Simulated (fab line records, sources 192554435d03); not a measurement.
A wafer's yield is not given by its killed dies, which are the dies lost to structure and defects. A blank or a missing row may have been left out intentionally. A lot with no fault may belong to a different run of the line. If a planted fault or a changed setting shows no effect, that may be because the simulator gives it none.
Struck lot and sound lot, side by side -- flow n5-finfet -- 39 out of 1938 route steps
Sound: the wafers L539.2, L539.4, L539.6. Struck: wafer L544.2 (L544.1, L544.5, from the same lot, were not struck and are left out); the cause is given at the end.
Order at every step that has rows: each side's tool, ch and its chambers, its first start. Under that, the readings that differ: sound wafers -- struck wafers -- difference of the means -- sigmas: that difference in standard deviations of wafers without a fault.
alike: readings whose means differ by less than 2 such deviations, and words and numbers that are the same on both sides. not compared: withheld readings, readings that some wafer has no value for, bounds like >300 that may hide the same value, and numbers for which the record gives no deviation and whose values overlap.
A row with sigmas, a row that says differs or no value, or rows on one side alone: a step with any of these is where the two part. Numbers that have no deviation but don't overlap get no sigmas and don't part them. Lack of a reading on every wafer of one side parts them only where that side has two or more wafers.

first, 9 steps without rows for these wafers: N5_DUMMY_GATE_EXPOSE_12 (exposes mask GATE, target cd 25 nm); N5_DUMMY_GATE_PEB_13 (peb time 60 s); N5_DUMMY_GATE_DEVELOP_14 (develop time 30 s); N5_DUMMY_GATE_DESCUM_20 (chemistry O2, time 6.2 s); N5_DUMMY_GATE_ETCH_29 (etches underlayer in N2/H2, target depth 13 nm); N5_DUMMY_GATE_ETCH_36 (etches SiARC in CF4, target depth 13 nm); N5_DUMMY_GATE_ETCH_37 (etches SOC in N2/H2, target depth 60 nm, overetch 30 nm); N5_DUMMY_GATE_STRIP_38 (strips in N2/H2); N5_DUMMY_GATE_STRIP_39 (strips in N2/H2).
N5_DUMMY_GATE_TRIM_49: chemistry O2, time 29 s, target cd 14 nm.
  sound on rie-si-02 ch 0,3, day 4 10:48; struck on rie-si-02 ch 3, day 5 19:38
reading,sound,struck,difference,sigmas
oes-product-au (a.u.),0.967 1.013 1.015,1.416,+0.418,+22
model.DUMMY_GATE.cd-nm (nm),14 14 14,8.6,-5.4,
  alike: drypump-motor-current-A, throttle-valve-pct
  not compared: rf-hours-counter-h
then, 1 step without rows for these wafers: N5_DUMMY_GATE_STRIP_40 (strips in CF4).
N5_DUMMY_GATE_CD_MEAS_50 targets a cd of 14 nm.
  sound on cd-sem-01, day 4 10:58; struck on cd-sem-03, day 5 19:47
reading,sound,struck,difference,sigmas
cd-nm (nm),13.83 14.17 14.00,8.72,-5.28,-20
then, 6 steps without rows for these wafers: N5_DUMMY_GATE_ETCH_31 (etches SiO2 in C4F6/O2, target depth 82.5 nm, time 27.5 s); N5_DUMMY_GATE_STRIP_41 (strips in O2); N5_DUMMY_GATE_HM_OPEN_21 (chemistry CH3F/O2, target SiNx, target depth 120 nm, time 171.4 s); N5_DUMMY_GATE_ETCH_32 (etches SiO2 in CF4, target depth 3.5 nm, time 3.9 s); N5_DUMMY_GATE_ETCH_23 (etches poly-Si in HBr/Cl2/O2, target depth 41 nm, time 22.3 s); N5_DUMMY_GATE_ETCH_44 (etches poly-Si in HBr/O2, stops on SiO2, target depth 127.5 nm).
N5_DUMMY_GATE_CD_MEAS_24 targets a cd of 15 nm.
  sound on cd-sem-01, day 4 11:27; struck on cd-sem-01, day 5 20:17
reading,sound,struck,difference,sigmas
cd-nm (nm),15.2 15.2 14.9,9.0,-6.1,-18
N5_DUMMY_GATE_ETCH_42: etches SiO2 in CHF3/O2, target depth 3.5 nm, time 31 s.
  sound on rie-diel-04 ch 1,2, day 4 11:30; struck on rie-diel-04 ch 1, day 5 20:20
reading,sound,struck,difference,sigmas
model.DUMMY_GATE.cd-nm (nm),15 15.2 15,9.2,-5.9,
  alike: drypump-motor-current-A, oes_ar_750_au, oes-product-au, rf-vpp-V, showerhead-plenum-p-Torr, throttle-valve-pct
  not compared: rf-hours-counter-h
then, 17 steps without rows for these wafers: N5_DUMMY_GATE_STRIP_48 (strips in N2/H2, time 20 s); N5_DUMMY_GATE_PRECLEAN_33 (cleans in dHF, time 10 s); N5_DUMMY_GATE_PRECLEAN_25 (cleans in O3/DIW, time 45 s); N5_DUMMY_GATE_PRECLEAN_51 (cleans in SC2, time 45 s); N5_DUMMY_GATE_SRD_26 (time 30 s); N5_DUMMY_GATE_UV_OZONE_45 (time 120 s); N5_SPACER0_ALD_07 (deposits SiNx, target thk 2 nm); N5_SPACER0_ALD_00 (deposits SiOCN, target thk 3.5 nm, pulse time 3 s, purge time 2 s); N5_SPACER0_ALD_08 (deposits SiNx, target thk 2 nm); N5_SD_EPI_N_COAT_32 (time 60 s, resist thk 350 nm); N5_SD_EPI_N_COAT_33 (time 60 s, resist thk 35 nm); N5_SD_EPI_N_COAT_03 (resist thk 150 nm); N5_SD_EPI_N_EBR_05; N5_SD_EPI_N_SOFTBAKE_04 (time 60 s); N5_SD_EPI_N_EXPOSE_06 (exposes mask SD N BLK, target cd 120 nm); N5_SD_EPI_N_PEB_07 (peb time 60 s); N5_SD_EPI_N_DEVELOP_08 (develop time 30 s).
N5_BEOL_M4_RC_MEAS_101:
  the record has rows for the sound wafers here (prober-01 ch 0, day 9 00:07) and none for the struck ones
-- record jumps: 9 days separate the struck wafers' starts on either side; left off in module BEOL_M4, taken up again in module PASSIVATION, whose first shown step is the route's number 1936 --
N5_PASSIVATION_PROBE_49:
  rows exist in the record for the struck wafers here (prober-01, day 14 19:15), but not for the sound ones

WHERE THEY PART
First at N5_DUMMY_GATE_TRIM_49; last, within this record, at N5_PASSIVATION_PROBE_49.

WHY: the cause the simulator had injected
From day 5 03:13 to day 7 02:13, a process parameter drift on rie-si-02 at N5_DUMMY_GATE_TRIM_49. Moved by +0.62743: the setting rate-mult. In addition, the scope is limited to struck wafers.
